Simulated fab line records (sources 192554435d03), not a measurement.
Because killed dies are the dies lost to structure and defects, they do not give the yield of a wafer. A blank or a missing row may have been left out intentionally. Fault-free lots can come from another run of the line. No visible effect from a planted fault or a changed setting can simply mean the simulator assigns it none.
Chamber matching | flow n5Finfet | rieDiel-05 running N5_HKMG_FIN_STRIP_90: 4 sister chambers
The step strips SOC in N2/H2, time 20 s. 14 wafers are shown with their chamber, then 7 later ones without.

EACH WAFER AND ITS CHAMBER
wafer  | chamber | drypumpMotorCurrentA (A) | showerheadPlenumPTorr (Torr) | oesProductAu (a.u.)
L074.4 | 3       | 4.8                      | 3.50                         | 0.76
L074.5 | 0       | 5.2                      | 3.34                         | 0.73
L074.6 | 1       | 5.4                      | 3.33                         | 0.74
L078.1 | 1       | 5.4                      | 3.32                         | 0.73
L078.2 | 0       | 5.3                      | 3.34                         | 0.72
L078.4 | 3       | 4.8                      | 3.50                         | 0.75
L085.1 | 0       | 5.3                      | 3.33                         | 0.71
L085.3 | 2       | 6.3                      | 3.22                         | 0.72
L085.5 | 0       | 5.2                      | 3.33                         | 0.70
L088.1 | 0       | 5.2                      | 3.33                         | 0.70
L088.2 | 1       | 5.4                      | 3.31                         | 0.71
L088.5 | 1       | 5.4                      | 3.31                         | 0.71
L091.2 | 3       | 4.8                      | 3.48                         | 0.74
L091.3 | 1       | 5.4                      | 3.31                         | 0.71

SIGNATURES (averages over the wafers above)
reading               | chamber 0 | chamber 1 | chamber 2 | chamber 3 | scatter within a chamber
drypumpMotorCurrentA  | 5.240     | 5.400     | 6.300     | 4.800     | 0.0346
showerheadPlenumPTorr | 3.3340    | 3.3160    | 3.2200    | 3.4933    | 0.00841
oesProductAu          | 0.7120    | 0.7200    | 0.7200    | 0.7500    | 0.013
Rule: distance of a wafer from a chamber = root of the sum over the readings of ((wafer's reading minus chamber's mean) / reading's scatter) squared. The wafer belongs to the nearest chamber; if the next one is less than 2 further off, it can't be placed. The scatter is the square root of a quotient: the sum, over the shown wafers, of each reading's squared deviation from its chamber's mean, divided by wafers minus chambers.

WAFERS WITHOUT THEIR CHAMBER
wafer  | drypumpMotorCurrentA (A) | showerheadPlenumPTorr (Torr) | oesProductAu (a.u.)
L091.5 | 5.4                      | 3.31                         | 0.71
L093.1 | 6.2                      | 3.22                         | 0.71
L093.2 | 5.4                      | 3.31                         | 0.70
L093.6 | 5.2                      | 3.32                         | 0.69
L097.3 | 5.4                      | 3.30                         | 0.70
L097.4 | 6.2                      | 3.21                         | 0.70
L097.6 | 5.4                      | 3.30                         | 0.70

CHAMBER TAKEN BY EACH
wafer  | from the rows above | in truth
L091.5 | 1                   | 1
L093.1 | 2                   | 2
L093.2 | 1                   | 1
L093.6 | 0                   | 0
L097.3 | 1                   | 1
L097.4 | 2                   | 2
L097.6 | 1                   | 1
Correct placement for 7 of the 7. Left unplaced by these rows: 0. Placed wrongly: 0.
